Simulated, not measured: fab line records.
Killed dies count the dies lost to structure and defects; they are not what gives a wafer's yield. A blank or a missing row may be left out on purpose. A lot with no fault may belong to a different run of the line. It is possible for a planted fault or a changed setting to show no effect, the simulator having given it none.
Matching of chambers || flow nand-harc || NHARC_A_CONTACT_ETCH_92 on rie-diel-03 has 4 sister chambers
The step etches the open film in CH3F/O2, target depth 40 nm, time 85.7 s. 8 wafers are shown with their chamber, then 9 later ones without.

WAFERS WITH THEIR CHAMBER
{"wafer": "L078.3", "chamber": 1, "drypump-motor-current-A (A)": 6.1, "rf-vpp-V (V)": 241.9}
{"wafer": "L078.5", "chamber": 1, "drypump-motor-current-A (A)": 6.0, "rf-vpp-V (V)": 242.7}
{"wafer": "L085.1", "chamber": 3, "drypump-motor-current-A (A)": 6.7, "rf-vpp-V (V)": 243.7}
{"wafer": "L085.4", "chamber": 2, "drypump-motor-current-A (A)": 5.5, "rf-vpp-V (V)": 246.5}
{"wafer": "L085.5", "chamber": 0, "drypump-motor-current-A (A)": 5.9, "rf-vpp-V (V)": 243.1}
{"wafer": "L086.1", "chamber": 2, "drypump-motor-current-A (A)": 5.5, "rf-vpp-V (V)": 246.7}
{"wafer": "L086.4", "chamber": 0, "drypump-motor-current-A (A)": 6.0, "rf-vpp-V (V)": 244.3}
{"wafer": "L086.6", "chamber": 3, "drypump-motor-current-A (A)": 6.7, "rf-vpp-V (V)": 242.5}

WAFERS MISSING THEIR CHAMBER
{"wafer": "L090.1", "drypump-motor-current-A (A)": 6.0, "rf-vpp-V (V)": 241.8}
{"wafer": "L090.3", "drypump-motor-current-A (A)": 5.6, "rf-vpp-V (V)": 246.4}
{"wafer": "L090.6", "drypump-motor-current-A (A)": 6.0, "rf-vpp-V (V)": 242.0}
{"wafer": "L089.1", "drypump-motor-current-A (A)": 6.0, "rf-vpp-V (V)": 242.9}
{"wafer": "L089.2", "drypump-motor-current-A (A)": 5.6, "rf-vpp-V (V)": 245.5}
{"wafer": "L089.5", "drypump-motor-current-A (A)": 5.6, "rf-vpp-V (V)": 245.4}
{"wafer": "L091.1", "drypump-motor-current-A (A)": 5.6, "rf-vpp-V (V)": 246.5}
{"wafer": "L091.4", "drypump-motor-current-A (A)": 6.0, "rf-vpp-V (V)": 242.5}
{"wafer": "L091.6", "drypump-motor-current-A (A)": 5.6, "rf-vpp-V (V)": 246.4}

WHICH CHAMBER EACH WENT THROUGH
{"wafer": "L090.1", "from the rows above": "can't be placed: 1 or 0", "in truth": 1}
{"wafer": "L090.3", "from the rows above": 2, "in truth": 2}
{"wafer": "L090.6", "from the rows above": "can't be placed: 1 or 0", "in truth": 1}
{"wafer": "L089.1", "from the rows above": "can't be placed: 1 or 0", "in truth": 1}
{"wafer": "L089.2", "from the rows above": 2, "in truth": 2}
{"wafer": "L089.5", "from the rows above": 2, "in truth": 2}
{"wafer": "L091.1", "from the rows above": 2, "in truth": 2}
{"wafer": "L091.4", "from the rows above": "can't be placed: 1 or 0", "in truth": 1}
{"wafer": "L091.6", "from the rows above": 2, "in truth": 2}
Correct placement for 5 of the 9. Unplaceable from these rows: 4, with the true chamber sitting among the candidates in 4. Wrongly placed: 0.
How it was worked out, from the rows above alone: a wafer's distance from a chamber is the root of the sum, over the readings, of the square of ((its reading less the chamber's mean) divided by the reading's scatter). The wafer belongs to the nearest chamber; if the next one is less than 2 further off, it can't be placed. Each chamber's mean is taken over the wafers shown for it. The scatter: the root of (the sum of the squares of (reading less its chamber's mean) over the shown wafers, divided by (wafers less chambers)).
